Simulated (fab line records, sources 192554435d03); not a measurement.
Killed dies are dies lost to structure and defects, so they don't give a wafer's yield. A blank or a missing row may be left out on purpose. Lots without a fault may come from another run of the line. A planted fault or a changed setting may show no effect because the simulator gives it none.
fab line records | flow n5_finfet
record lots=24 wafers=72 last_day=19
route steps=1938 shown BEOL_M6@1211 BEOL_M7@1263
lots that met no fault: from a run of the same line without faults
start_h: hours from the record's first day to the start of the lot's first wafer shown | wait_h: hours since the lot's step before | " the same as in the row above | L1.1+2: a row that stands for several wafers | - no value, or no start given | * or withheld: withheld | < > ~ a bound
route shown NAME@n: a module of which the file shows steps, and the number in the route of the first | usual: mean/standard deviation of fault-free wafers | same: alike in all rows | chamber/n: place in a boat | sites: the reading at each site | _std_site: their standard deviation | _edge_site: outer sites' mean less inner sites' | radius_mm: how far each site lies from the wafer's centre | mask NAME#n: copy n | behind: the tool/chamber that last shaped the wafer | hold: why the lot was held/for how many hours/how that ended | device: the transistor (n, p or np) that didn't switch | end of line: the same wafers' tests at the end of the route | a step without rows: its recipe alone | killed: dies lost to structure and defects at the first sort, not the wafer's yield | map: a wafer's dies, x killed, . not, _ none there
set.NAME: the setting as run; set.NAME@STEP: as run at that earlier step | model.NAME: the simulator's own value behind a step, which no gauge read
steps of the route over a sample of lots; a table a step, a row a wafer
services: from which hour (start_h, from the record's first day; less than 0 if before it) a tool's chamber was out of use, for how many hours, and why
## steps
# step N5_BEOL_M6_ETCH_61
# recipe chemistry=CF4 target=SiARC target_depth_a=455 mask_material=CAR-ArF time_s=75.8 ion_energy_ev=80 pressure_mtorr=40 source_w=545 bias_w=36 Ar_flow_sccm=100 cf4_flow_sccm=100 ends=cleared
# usual drypump_motor_current_A=5.7/0.37 etch_rf_on_time_s=75.4/2.1 oes_product_au=0.71/0.055 rf_vpp_V=184.1/1.6 showerhead_plenum_p_Torr=2.15/0.1 throttle_valve_pct=15.59/0.19
# columns lot.wafer tool chamber start_h wait_h drypump_motor_current_A etch_rf_on_time_s oes_product_au rf_hours_counter_h rf_vpp_V showerhead_plenum_p_Torr throttle_valve_pct
L074.1 rie_diel-05 1 223.53 0.0 5.6 76.6 0.75 28 184.9 2.11 15.49
L074.3 " 2 " " 5.6 77.1 0.71 71 185.7 2.25 15.49
L074.5 " 2 " " 5.6 76.0 0.70 - 185.9 2.25 15.47
L076.2 rie_diel-05 0 225.56 0.0 5.6 77.7 0.66 131 183.1 1.97 15.87
L076.3 " 2 " " 5.7 77.9 0.71 72 185.3 2.25 15.48
L076.5 " 2 " " 5.7 77.5 0.70 - 185.5 2.25 15.49
L075.1 rie_diel-03 0 228.64 0.0 5.6 75.0 0.79 16 185.2 2.28 15.26
L075.3 " 3 " " 6.4 75.8 0.60 206 183.3 2.12 15.50
L075.6 " 1 " " 5.4 74.4 0.74 - 185.5 2.24 15.53
L077.2 rie_diel-03 2 236.37 0.0 5.6 78.3 0.57 247 181.5 2.02 15.90
L077.4 " 1 " " 5.4 73.6 0.73 72 185.2 2.24 15.55
L077.6 " 0 " " 5.6 74.6 0.79 - 185.6 2.28 15.27
L078.1 rie_diel-05 1 245.86 0.0 5.5 77.1 0.74 37 182.2 2.11 15.51
L078.4 " 0 " " 5.5 75.7 0.65 139 181.9 1.97 15.88
L078.6 " 2 " " 5.6 77.0 0.69 - 186.5 2.25 15.51
L079.1 rie_diel-01 1 253.87 0.0 5.9 72.6 0.74 83 184.4 2.09 15.48
L079.2 " 2 " " 5.1 74.2 0.77 31 182.8 2.09 15.30
L079.4 " 3 " " 6.5 72.5 0.74 56 185.3 2.28 15.87
L080.1 rie_diel-01 0 256.34 0.0 5.6 78.7 0.72 48 182.7 2.09 15.53
L080.3 " 2 " " 5.1 73.7 0.77 32 184.5 2.09 15.30
L080.4 " 3 " " 6.4 72.5 0.74 57 184.2 2.28 15.88
L081.2 rie_diel-01 1 256.88 0.0 5.8 72.1 0.74 84 182.6 2.09 15.48
L081.4 " 2 " " 5.1 74.1 0.77 32 184.6 2.09 15.28
L081.6 " 3 " " 6.5 72.6 0.73 - 185.5 2.28 15.85
L082.1 rie_diel-01 0 263.40 0.0 5.7 77.5 0.72 51 183.2 2.09 15.54
L082.4 " 1 " " 5.8 72.7 0.74 87 183.3 2.09 15.49
L082.6 " 3 " " 6.5 72.7 0.73 - 184.8 2.28 15.87
L085.2 rie_diel-01 0 269.95 0.0 5.6 76.7 0.72 54 183.7 2.09 15.55
L085.4 " 2 " " 5.1 74.4 0.76 39 185.0 2.09 15.31
L085.6 " 2 " " 5.1 74.7 0.76 - 182.6 2.09 15.31
L083.1 rie_diel-01 2 273.73 0.0 5.1 74.6 0.75 41 183.8 2.09 15.32
L083.2 " 0 " " 5.6 77.1 0.71 56 183.2 2.09 15.55
L083.5 " 2 " " 5.1 75.1 0.74 - 183.5 2.09 15.32
L084.2 rie_diel-01 3 287.45 0.0 6.4 73.3 0.71 71 187.6 2.28 15.90
L084.4 " 1 " " 5.8 73.0 0.72 98 183.5 2.08 15.48
L084.5 " 3 " " 6.5 72.6 0.72 - 186.3 2.28 15.90
L087.3 rie_diel-05 1 288.88 0.0 5.6 77.8 0.73 50 183.6 2.10 15.54
L087.4 " 3 " " 5.5 73.6 0.78 17 184.5 2.20 15.58
L087.5 " 1 " " 5.6 77.4 0.73 - 183.8 2.10 15.56
L089.1 rie_diel-05 0 292.17 0.0 5.5 76.7 0.64 153 184.2 1.96 15.91
L089.2 " 1 " " 5.5 77.9 0.72 52 182.3 2.10 15.55
L089.4 " 2 " " 5.7 77.4 0.68 94 187.0 2.24 15.53
L086.2 rie_diel-05 0 292.56 0.0 5.5 76.6 0.64 153 182.2 1.96 15.91
L086.4 " 3 " " 5.5 72.2 0.78 19 184.4 2.19 15.59
L086.5 " 3 " " 5.5 72.3 0.78 - 185.6 2.19 15.59
L088.1 rie_diel-05 1 305.73 0.0 5.6 76.8 0.72 57 185.0 2.10 15.56
L088.2 " 0 " " 5.5 76.5 0.64 156 183.6 1.96 15.92
L088.5 " 0 " " 5.6 75.9 0.64 - 180.6 1.96 15.92
L090.1 rie_diel-03 1 310.74 0.0 5.5 73.7 0.70 98 185.6 2.23 15.58
L090.4 " 2 " " 5.7 77.5 0.77 18 185.0 2.27 15.46
L090.6 " 1 " " 5.5 73.9 0.70 - 185.6 2.23 15.59
L091.1 rie_diel-03 1 325.11 0.0 5.4 73.8 0.70 106 185.5 2.23 15.59
L091.2 " 2 " " 5.7 78.0 0.75 25 184.3 2.26 15.47
L091.4 " 2 " " 5.7 79.5 0.74 - 187.0 2.26 15.47
L092.2 rie_diel-05 3 332.07 0.0 5.5 73.2 0.76 34 185.6 2.19 15.62
L092.3 " 0 " " 5.5 77.1 0.63 166 181.4 1.96 15.94
L092.5 " 1 " " 5.6 77.8 0.71 - 180.6 2.10 15.57
L094.3 rie_diel-03 1 334.52 0.0 5.5 74.0 0.69 109 184.7 2.23 15.61
L094.4 " 0 " " 5.7 74.7 0.75 46 185.2 2.27 15.30
L094.5 " 0 " " 5.7 74.0 0.75 - 187.0 2.27 15.32
L093.2 rie_diel-01 1 335.33 0.0 5.8 72.8 0.71 113 183.3 2.08 15.53
L093.4 " 3 " " 6.4 72.2 0.71 - 185.0 2.27 15.94
L093.6 " 1 " " 5.8 72.7 0.71 - 183.4 2.08 15.52
L095.1 rie_diel-05 0 339.36 0.0 5.5 77.7 0.63 169 182.9 1.96 15.95
L095.3 " 1 " " 5.6 77.8 0.71 70 184.2 2.10 15.58
L095.4 " 3 " " 5.5 73.1 0.75 37 184.9 2.19 15.63
L096.1 rie_diel-03 1 339.58 0.0 5.5 73.9 0.69 111 185.1 2.23 15.63
L096.3 " 0 " " 5.6 74.5 0.74 48 185.7 2.27 15.30
L096.4 " 3 " " 6.4 74.0 0.58 246 182.8 2.10 15.61
L097.1 rie_diel-05 1 359.96 0.0 5.6 77.3 0.69 78 183.2 2.09 15.58
L097.3 " 3 " " 5.5 74.2 0.73 44 185.3 2.19 15.64
L097.6 " 0 " " 5.5 77.4 0.62 - 181.1 1.96 15.98
# step N5_BEOL_M6_DESCUM_33
# recipe chemistry=O2 time_s=7 source_power_w=50 bias_power_w=20 pressure_mtorr=20 rf_frequency_hz=2.712e+07 temp_c=40 resist=CAR-EUV o2_flow_sccm=225
# usual drypump_motor_current_A=5.7/0.33 oes_product_au=0.83/0.064 rf_vpp_V=243.4/1.7 showerhead_plenum_p_Torr=2.11/0.1 throttle_valve_pct=20.43/0.22
# columns lot.wafer tool chamber start_h wait_h drypump_motor_current_A oes_product_au rf_hours_counter_h rf_vpp_V showerhead_plenum_p_Torr throttle_valve_pct
L074.1 rie_diel-05 2 224.63 0.1 5.6 0.82 71 244.7 2.22 20.44
L074.3 " 0 " " 5.6 0.77 131 240.1 1.94 20.82
L074.5 " 1 " " 5.6 0.87 - 242.7 2.04 20.24
L076.2 rie_diel-05 0 227.06 0.0 5.5 0.77 132 241.1 1.94 20.83
L076.3 " 2 " " 5.6 0.82 73 244.1 2.22 20.46
L076.5 " 0 " " 5.5 0.77 - 240.6 1.94 20.83
L075.1 rie_diel-05 3 231.03 0.0 5.5 0.96 1 243.4 2.14 20.37
L075.3 " 1 " " 5.5 0.86 32 243.4 2.04 20.26
L075.6 " 0 " " 5.5 0.77 - 240.6 1.94 20.82
L077.2 rie_diel-01 0 238.29 0.0 5.6 0.84 43 243.0 2.03 20.30
L077.4 " 1 " " 5.8 0.85 78 241.6 2.05 20.44
L077.6 " 2 " " 5.1 0.90 - 242.3 2.03 20.04
L078.1 rie_diel-03 3 246.85 0.0 6.5 0.69 212 243.5 2.08 20.38
L078.4 " 0 " " 5.6 0.90 - 244.5 2.22 20.04
L078.6 " 3 " " 6.5 0.70 - 243.0 2.08 20.40
L079.1 rie_diel-01 2 255.78 0.2 5.1 0.89 32 242.1 2.03 20.05
L079.2 " 0 " " 5.6 0.86 48 242.4 2.02 20.30
L079.4 " 1 " " 5.8 0.84 84 244.5 2.05 20.43
L080.1 rie_diel-01 0 258.91 1.5 5.6 0.85 49 241.7 2.02 20.30
L080.3 " 2 " " 5.1 0.89 34 241.6 2.03 20.04
L080.4 " 1 " " 5.8 0.85 85 242.6 2.05 20.43
L081.2 rie_diel-05 3 259.36 1.5 5.5 0.91 11 244.3 2.14 20.41
L081.4 " 0 " " 5.6 0.76 144 240.7 1.93 20.85
L081.6 " 1 " " 5.6 0.86 - 242.4 2.03 20.26
L082.1 rie_diel-05 3 266.54 1.2 5.5 0.91 14 244.9 2.14 20.42
L082.4 " 0 " " 5.5 0.76 148 239.0 1.93 20.86
L082.6 " 3 " " 5.5 0.91 - 245.2 2.14 20.43
L085.2 rie_diel-03 1 274.19 2.2 5.4 0.84 82 245.1 2.20 20.46
L085.4 " 2 " " 5.7 0.98 2 244.8 2.26 20.46
L085.6 " 1 " " 5.4 0.83 - 245.0 2.20 20.46
L083.1 rie_diel-03 1 277.92 1.0 5.4 0.83 83 244.2 2.20 20.45
L083.2 " 3 " " 6.4 0.69 220 241.1 2.08 20.39
L083.5 " 0 " " 5.6 0.89 - 243.9 2.21 20.06
L084.2 rie_diel-03 3 288.80 0.4 6.5 0.69 225 243.1 2.08 20.40
L084.4 " 2 " " 5.7 0.95 8 245.6 2.26 20.47
L084.5 " 2 " " 5.7 0.94 - 244.7 2.26 20.47
L087.3 rie_diel-05 0 291.23 1.1 5.5 0.76 153 240.6 1.93 20.87
L087.4 " 1 " " 5.5 0.84 51 241.8 2.03 20.28
L087.5 " 1 " " 5.6 0.84 - 241.8 2.03 20.29
L089.1 rie_diel-05 2 293.88 0.4 5.6 0.79 95 246.2 2.21 20.49
L089.2 " 3 " " 5.5 0.88 20 243.5 2.14 20.43
L089.4 " 3 " " 5.5 0.90 - 245.7 2.14 20.43
L086.2 rie_diel-05 2 294.44 0.8 5.7 0.79 96 244.3 2.21 20.49
L086.4 " 1 " " 5.6 0.83 - 241.9 2.03 20.28
L086.5 " 2 " " 5.6 0.80 - 243.9 2.21 20.49
L088.1 rie_diel-05 2 307.41 0.5 5.7 0.79 100 246.1 2.21 20.50
L088.2 " 1 " " 5.6 0.83 57 241.3 2.03 20.29
L088.5 " 3 " " 5.5 0.88 - 243.4 2.14 20.42
L090.1 rie_diel-01 3 314.55 0.0 6.5 0.81 80 245.9 2.22 20.77
L090.4 " 2 " " 5.1 0.85 56 242.2 2.02 20.08
L090.6 " 1 " " 5.8 0.82 - 240.9 2.04 20.47
L091.1 rie_diel-03 2 329.28 0.0 5.7 0.90 26 246.5 2.25 20.49
L091.2 " 1 " " 5.4 0.81 107 244.7 2.19 20.50
L091.4 " 2 " " 5.6 0.89 - 243.7 2.25 20.49
L092.2 rie_diel-03 0 333.29 0.2 5.6 0.86 46 246.6 2.21 20.06
L092.3 " 2 " " 5.6 0.89 28 245.5 2.25 20.50
L092.5 " 0 " " 5.6 0.87 - 246.2 2.21 20.07
L094.3 rie_diel-05 0 336.03 0.5 5.5 0.74 168 242.2 1.93 20.89
L094.4 " 1 " " 5.6 0.81 68 242.5 2.03 20.32
L094.5 " 0 " " 5.6 0.74 - 240.9 1.93 20.88
L093.2 rie_diel-03 1 338.86 0.2 5.5 0.80 111 245.3 2.19 20.50
L093.4 " 0 " " 5.6 0.86 48 245.5 2.21 20.06
L093.6 " 2 " " 5.6 0.89 - 244.1 2.25 20.49
L095.1 rie_diel-05 1 341.05 0.0 5.6 0.81 70 240.9 2.03 20.31
L095.3 " 2 " " 5.6 0.77 113 245.7 2.21 20.51
L095.4 " 3 " " 5.5 0.86 38 245.1 2.13 20.45
L096.1 rie_diel-01 2 341.98 0.3 5.1 0.84 67 241.8 2.02 20.10
L096.3 " 1 " " 5.8 0.81 116 242.5 2.04 20.50
L096.4 " 3 " " 6.5 0.80 - 244.3 2.21 20.78
L097.1 rie_diel-03 2 361.81 0.0 5.6 0.87 39 244.4 2.25 20.51
L097.3 " 0 " " 5.6 0.85 56 244.9 2.20 20.07
L097.6 " 2 " " 5.6 0.87 - 245.4 2.24 20.53
# step N5_BEOL_M6_SPUTTER_48
# recipe material=Cu target_thk_a=100 temp_c=-20 bias_v=60 power_w=26000 chamber_pressure_pa=0.13 time_s=1.667
# usual bias_v=60.0/0.55 throttle_valve_pct=30.4/1.4
# columns lot.wafer tool chamber start_h wait_h bias_v throttle_valve_pct
L074.1 pvd_sputter-01 - 227.68 0.3 59.1 31.2
L074.3 " - " " 60.0 33.2
L074.5 " - " " 59.5 31.4
L076.2 pvd_sputter-03 - 228.84 0.1 59.6 30.8
L076.3 " - " " 59.7 28.2
L076.5 " - " " 59.8 30.7
L075.1 pvd_sputter-01 - 233.07 0.1 59.4 31.1
L075.3 " - " " 59.7 30.5
L075.6 " - " " 59.7 31.6
L077.2 pvd_sputter-03 - 240.42 0.1 60.0 28.5
L077.4 " - " " 59.2 30.8
L077.6 " - " " 61.2 30.0
L078.1 pvd_sputter-03 - 248.60 0.1 59.0 29.9
L078.4 " - " " 59.3 28.0
L078.6 " - " " 60.3 30.6
L079.1 pvd_sputter-01 - 257.79 0.1 60.7 31.2
L079.2 " - " " 60.2 33.3
L079.4 " - " " 59.9 30.6
L080.1 pvd_sputter-01 - 261.81 0.3 59.4 29.3
L080.3 " - " " 59.8 31.4
L080.4 " - " " 59.6 33.4
L081.2 pvd_sputter-01 - 262.60 0.1 60.0 30.5
L081.4 " - " " 60.3 31.6
L081.6 " - " " 60.6 30.4
L082.1 pvd_sputter-01 - 269.30 0.1 59.8 31.4
L082.4 " - " " 59.8 30.8
L082.6 " - " " 60.2 31.1
L085.2 pvd_sputter-01 - 276.47 0.1 59.5 30.6
L085.4 " - " " 60.1 33.2
L085.6 " - " " 61.1 30.5
L083.1 pvd_sputter-02 - 279.74 0.1 59.3 30.3
L083.2 " - " " 59.1 28.4
L083.5 " - " " 60.5 30.2
L084.2 pvd_sputter-01 - 290.72 0.1 60.0 30.4
L084.4 " - " " 61.0 33.3
L084.5 " - " " 60.4 31.3
L087.3 pvd_sputter-01 - 294.38 0.1 59.8 30.7
L087.4 " - " " 59.4 31.5
L087.5 " - " " 58.9 31.3
L089.1 pvd_sputter-02 - 295.88 0.1 59.4 30.3
L089.2 " - " " 60.1 28.2
L089.4 " - " " 59.9 30.1
L086.2 pvd_sputter-01 - 296.72 0.2 60.0 29.3
L086.4 " - " " 59.4 31.3
L086.5 " - " " 59.9 33.2
L088.1 pvd_sputter-01 - 311.06 0.2 59.8 30.3
L088.2 " - " " 60.4 29.5
L088.5 " - " " 60.5 31.3
L090.1 pvd_sputter-03 - 316.48 0.1 59.9 30.7
L090.4 " - " " 60.4 28.2
L090.6 " - " " 60.3 29.8
L091.1 pvd_sputter-03 - 331.41 0.1 60.2 30.8
L091.2 " - " " 60.5 28.2
L091.4 " - " " 61.0 29.9
L092.2 pvd_sputter-01 - 335.82 0.2 60.3 30.5
L092.3 " - " " 59.6 31.5
L092.5 " - " " 60.3 30.4
L094.3 pvd_sputter-01 - 339.48 0.1 59.5 31.2
L094.4 " - " " 58.8 29.2
L094.5 " - " " 59.8 30.7
L093.2 pvd_sputter-01 - 341.88 0.7 60.2 30.4
L093.4 " - " " 60.8 31.2
L093.6 " - " " 61.2 30.5
L095.1 pvd_sputter-02 - 343.56 0.1 60.0 30.9
L095.3 " - " " 60.3 29.8
L095.4 " - " " 59.7 30.3
L096.1 pvd_sputter-02 - 344.72 0.4 60.4 29.9
L096.3 " - " " 59.7 28.2
L096.4 " - " " 59.9 30.1
L097.1 pvd_sputter-03 - 363.87 0.1 59.5 30.8
L097.3 " - " " 61.0 28.3
L097.6 " - " " 60.2 28.1
# step N5_BEOL_M6_RS_MEAS_57
# recipe thk_meas_gauge=four-point-probe reads=Cu_of_BEOL_M6_ECD_50+Co_of_BEOL_M6_CVD_78+TaN_of_BEOL_M6_ALD_77
# usual M6_RS=0.287/0.0095
# columns lot.wafer tool chamber start_h wait_h M6_RS[ohm/sq]
L074.1 film_metro-02 - 228.93 0.1 0.284
L074.3 " - " " 0.278
L074.5 " - " " 0.287
L076.2 film_metro-01 - 230.13 0.1 0.298
L076.3 " - " " 0.292
L076.5 " - " " 0.302
L075.1 film_metro-01 - 234.66 0.1 0.277
L075.3 " - " " 0.285
L075.6 " - " " 0.281
L077.2 film_metro-01 - 241.36 0.1 0.284
L077.4 " - " " 0.275
L077.6 " - " " 0.276
L078.1 film_metro-02 - 249.96 0.1 0.283
L078.4 " - " " 0.274
L078.6 " - " " 0.273
L079.1 film_metro-01 - 259.01 0.1 0.286
L079.2 " - " " 0.293
L079.4 " - " " 0.286
L080.1 film_metro-01 - 262.75 0.1 0.285
L080.3 " - " " 0.280
L080.4 " - " " 0.282
L081.2 film_metro-02 - 263.54 0.1 0.278
L081.4 " - " " 0.289
L081.6 " - " " 0.287
L082.1 film_metro-02 - 270.25 0.1 0.277
L082.4 " - " " 0.287
L082.6 " - " " 0.271
L085.2 film_metro-02 - 277.40 0.1 0.273
L085.4 " - " " 0.300
L085.6 " - " " 0.280
L083.1 film_metro-02 - 280.67 0.1 0.284
L083.2 " - " " 0.295
L083.5 " - " " 0.296
L084.2 film_metro-01 - 291.87 0.1 0.274
L084.4 " - " " 0.290
L084.5 " - " " 0.298
L087.3 film_metro-02 - 295.32 0.1 0.298
L087.4 " - " " 0.299
L087.5 " - " " 0.294
L089.1 film_metro-02 - 296.82 0.1 0.295
L089.2 " - " " 0.283
L089.4 " - " " 0.274
L086.2 film_metro-01 - 297.65 0.1 0.290
L086.4 " - " " 0.292
L086.5 " - " " 0.291
L088.1 film_metro-02 - 312.01 0.1 0.303
L088.2 " - " " 0.290
L088.5 " - " " 0.286
L090.1 film_metro-02 - 317.49 0.1 0.275
L090.4 " - " " 0.291
L090.6 " - " " 0.294
L091.1 film_metro-02 - 332.52 0.1 0.304
L091.2 " - " " 0.284
L091.4 " - " " 0.299
L092.2 film_metro-01 - 336.76 0.1 0.282
L092.3 " - " " 0.302
L092.5 " - " " 0.286
L094.3 film_metro-01 - 340.80 0.1 0.294
L094.4 " - " " 0.297
L094.5 " - " " 0.288
L093.2 film_metro-01 - 342.91 0.1 0.284
L093.4 " - " " 0.292
L093.6 " - " " 0.299
L095.1 film_metro-02 - 344.68 0.1 0.295
L095.3 " - " " 0.291
L095.4 " - " " 0.288
L096.1 film_metro-02 - 346.10 0.1 0.277
L096.3 " - " " 0.279
L096.4 " - " " 0.280
L097.1 film_metro-01 - 365.52 0.1 0.298
L097.3 " - " " 0.266
L097.6 " - " " 0.283
# step N5_BEOL_M7_ILD_DEP_00
# recipe material=SiCOH_lowk target_thk_a=1797.5 temp_c=300 precursor=DEMS/porogen pressure_torr=5 rf_w=500 time_s=33.4
# usual heater_power_w=295/33 showerhead_plenum_p_Torr=5.740/0.016 throttle_valve_pct=14.0/1.1
# columns lot.wafer tool chamber start_h wait_h heater_power_w showerhead_plenum_p_Torr throttle_valve_pct
L074.1 pecvd-03 0 228.99 0.0 349 5.736 15.5
L074.3 " 1 " " 287 5.728 15.0
L074.5 " 2 " " 254 5.757 13.0
L076.2 pecvd-01 0 230.20 0.0 267 5.742 13.4
L076.3 " 1 " " 292 5.736 12.7
L076.5 " 0 " " 270 5.748 13.5
L075.1 pecvd-02 1 234.72 0.0 368 5.725 15.0
L075.3 " 0 " " 265 5.759 14.5
L075.6 " 1 " " 364 5.721 15.1
L077.2 pecvd-01 0 241.42 0.0 241 5.751 13.2
L077.4 " 2 " " 285 5.766 12.6
L077.6 " 1 " " 230 5.733 13.0
L078.1 pecvd-03 1 250.02 0.0 250 5.734 15.2
L078.4 " 1 " " 257 5.744 15.1
L078.6 " 2 " " 296 5.740 13.2
L079.1 pecvd-01 1 259.07 0.0 283 5.737 12.9
L079.2 " 2 " " 288 5.751 12.5
L079.4 " 1 " " 288 5.735 12.9
L080.1 pecvd-01 2 262.82 0.0 292 5.745 12.5
L080.3 " 1 " " 289 5.742 12.8
L080.4 " 1 " " 300 5.732 13.1
L081.2 pecvd-01 2 263.60 0.0 244 5.746 12.4
L081.4 " 0 " " 268 5.741 13.3
L081.6 " 0 " " 274 5.758 13.2
L082.1 pecvd-02 1 270.31 0.0 319 5.720 14.7
L082.4 " 2 " " 315 5.713 13.7
L082.6 " 0 " " 317 5.747 14.8
L085.2 pecvd-03 1 277.47 0.0 242 5.743 15.3
L085.4 " 0 " " 375 5.739 15.8
L085.6 " 2 " " 297 5.745 13.3
L083.1 pecvd-03 2 280.73 0.0 302 5.753 13.0
L083.2 " 1 " " 298 5.734 15.3
L083.5 " 0 " " 323 5.752 15.8
L084.2 pecvd-01 0 291.93 0.0 287 5.753 13.7
L084.4 " 0 " " 296 5.751 13.5
L084.5 " 2 " " 291 5.753 12.8
L087.3 pecvd-03 2 295.38 0.0 290 5.732 12.9
L087.4 " 2 " " 291 5.748 13.1
L087.5 " 1 " " 293 5.729 15.2
L089.1 pecvd-02 2 296.89 0.0 276 5.731 13.5
L089.2 " 0 " " 268 5.756 15.0
L089.4 " 2 " " 290 5.705 13.4
L086.2 pecvd-02 0 297.72 0.0 268 5.742 14.7
L086.4 " 1 " " 360 5.724 15.1
L086.5 " 2 " " 334 5.722 13.3
L088.1 pecvd-02 2 312.08 0.0 321 5.701 13.6
L088.2 " 1 " " 368 5.726 15.0
L088.5 " 0 " " 315 5.756 14.6
L090.1 pecvd-02 2 317.56 0.0 319 5.684 13.5
L090.4 " 2 " " 328 5.712 13.9
L090.6 " 1 " " 308 5.730 15.3
L091.1 pecvd-02 0 332.58 0.0 281 5.739 15.1
L091.2 " 2 " " 275 5.710 13.7
L091.4 " 1 " " 300 5.729 14.8
L092.2 pecvd-02 1 336.82 0.0 339 5.719 15.1
L092.3 " 2 " " 320 5.724 13.6
L092.5 " 1 " " 344 5.723 15.0
L094.3 pecvd-03 0 340.86 0.0 325 5.747 15.5
L094.4 " 2 " " 276 5.754 13.1
L094.5 " 0 " " 337 5.756 15.7
L093.2 pecvd-01 2 342.97 0.0 263 5.756 12.6
L093.4 " 0 " " 279 5.755 13.7
L093.6 " 2 " " 276 5.740 12.7
L095.1 pecvd-01 2 344.74 0.0 248 5.749 12.7
L095.3 " 2 " " 257 5.763 12.6
L095.4 " 0 " " 304 5.758 13.5
L096.1 pecvd-01 0 346.17 0.0 296 5.742 13.4
L096.3 " 2 " " 278 5.748 12.5
L096.4 " 0 " " 298 5.756 13.6
L097.1 pecvd-03 1 365.59 0.0 267 5.727 15.5
L097.3 " 2 " " 300 5.754 13.1
L097.6 " 0 " " 335 5.727 15.8
# step N5_BEOL_M7_CURE_74
# recipe temp_c=385 time_s=240 ambient=He/Ar material=SiCOH_lowk
# usual lamp_power_pct=52.31/0.05 wafer_temp_C_max=386.6/0.57
# columns lot.wafer tool chamber start_h wait_h lamp_power_pct wafer_temp_C_max
L074.1 uv_cure-03 1 229.05 0.0 52.28 385.9
L074.3 " 1 " " 52.25 385.7
L074.5 " 1 " " 52.23 385.3
L076.2 uv_cure-01 1 230.36 0.1 52.32 387.1
L076.3 " 1 " " 52.34 386.9
L076.5 " 1 " " 52.21 386.7
L075.1 uv_cure-01 1 234.78 0.0 52.37 388.0
L075.3 " 1 " " 52.46 387.0
L075.6 " 1 " " 52.21 387.5
L077.2 uv_cure-03 0 241.64 0.2 52.36 386.4
L077.4 " 0 " " 52.25 387.4
L077.6 " 0 " " 52.34 386.7
L078.1 uv_cure-02 2 250.08 0.0 52.25 386.7
L078.4 " 2 " " 52.34 386.2
L078.6 " 2 " " 52.30 386.2
L079.1 uv_cure-02 1 259.26 0.2 52.30 386.1
L079.2 " 1 " " 52.31 386.1
L079.4 " 1 " " 52.40 386.0
L080.1 uv_cure-02 2 262.88 0.0 52.28 386.6
L080.3 " 2 " " 52.29 386.4
L080.4 " 2 " " 52.38 386.3
L081.2 uv_cure-03 2 263.77 0.1 52.31 387.0
L081.4 " 2 " " 52.33 387.6
L081.6 " 2 " " 52.33 387.6
L082.1 uv_cure-03 1 270.37 0.0 52.34 385.9
L082.4 " 1 " " 52.33 385.5
L082.6 " 1 " " 52.34 385.6
L085.2 uv_cure-03 2 277.61 0.1 52.16 387.7
L085.4 " 2 " " 52.30 386.8
L085.6 " 2 " " 52.31 387.9
L083.1 uv_cure-02 0 280.80 0.0 52.32 386.6
L083.2 " 0 " " 52.31 386.8
L083.5 " 0 " " 52.32 386.9
L084.2 uv_cure-01 2 292.15 0.2 52.35 386.2
L084.4 " 2 " " 52.28 386.0
L084.5 " 2 " " 52.29 386.5
L087.3 uv_cure-03 0 295.77 0.4 52.33 386.6
L087.4 " 0 " " 52.36 387.0
L087.5 " 0 " " 52.35 387.2
L089.1 uv_cure-03 2 297.01 0.1 52.30 387.0
L089.2 " 2 " " 52.33 386.5
L089.4 " 2 " " 52.34 387.5
L086.2 uv_cure-02 1 298.04 0.3 52.35 386.8
L086.4 " 1 " " 52.23 386.3
L086.5 " 1 " " 52.30 386.1
L088.1 uv_cure-02 2 312.14 0.0 52.22 386.7
L088.2 " 2 " " 52.27 386.8
L088.5 " 2 " " 52.33 386.7
L090.1 uv_cure-03 2 317.62 0.0 52.23 387.3
L090.4 " 2 " " 52.24 387.1
L090.6 " 2 " " 52.28 387.0
L091.1 uv_cure-03 0 332.84 0.2 52.41 386.3
L091.2 " 0 " " 52.32 386.5
L091.4 " 0 " " 52.28 386.9
L092.2 uv_cure-03 1 337.13 0.3 52.26 385.7
L092.3 " 1 " " 52.30 386.0
L092.5 " 1 " " 52.30 386.0
L094.3 uv_cure-03 2 341.08 0.2 52.28 387.3
L094.4 " 2 " " 52.40 387.5
L094.5 " 2 " " 52.29 387.0
L093.2 uv_cure-02 2 343.60 0.6 52.28 385.9
L093.4 " 2 " " 52.26 387.0
L093.6 " 2 " " 52.26 385.7
L095.1 uv_cure-02 0 344.84 0.1 52.38 386.7
L095.3 " 0 " " 52.29 386.7
L095.4 " 0 " " 52.33 386.5
L096.1 uv_cure-02 0 346.28 0.1 52.27 386.7
L096.3 " 0 " " 52.27 386.0
L096.4 " 0 " " 52.30 386.2
L097.1 uv_cure-03 2 366.50 0.9 52.30 386.9
L097.3 " 2 " " 52.24 386.6
L097.6 " 2 " " 52.28 387.4
## services
# columns tool chamber start_h hours kind
uv_cure-03 - 206.31 9.1 repair
rie_diel-03 2 206.92 7.6 repair
rie_diel-05 3 208.59 - clean
rie_diel-05 3 208.59 - consumable_replace:focus_ring
rie_diel-05 3 208.59 21.5 scheduled_down
rie_diel-05 3 208.59 21.5 vent_cycle
uv_cure-01 - 213.41 1.2 repair
pecvd-02 - 223.37 1.4 repair
uv_cure-03 - 243.33 1.0 pm
rie_diel-03 2 243.45 - clean
rie_diel-03 2 243.45 - consumable_replace:focus_ring
rie_diel-03 - 255.51 15.6 pm
rie_diel-05 - 266.94 15.6 pm
uv_cure-01 - 270.15 1.0 pm
rie_diel-01 - 288.94 2.8 pm
pecvd-01 1 292.97 3.6 repair
rie_diel-05 0 293.56 3.4 repair
pecvd-01 - 297.04 28.1 pm
uv_cure-01 - 298.54 7.7 repair
uv_cure-02 - 310.03 0.7 repair
pecvd-03 - 331.36 0.6 repair
pvd_sputter-03 - 353.36 1.1 repair
pvd_sputter-03 - 355.01 3.2 repair
uv_cure-03 - 364.37 2.1 pm
## key
fault none
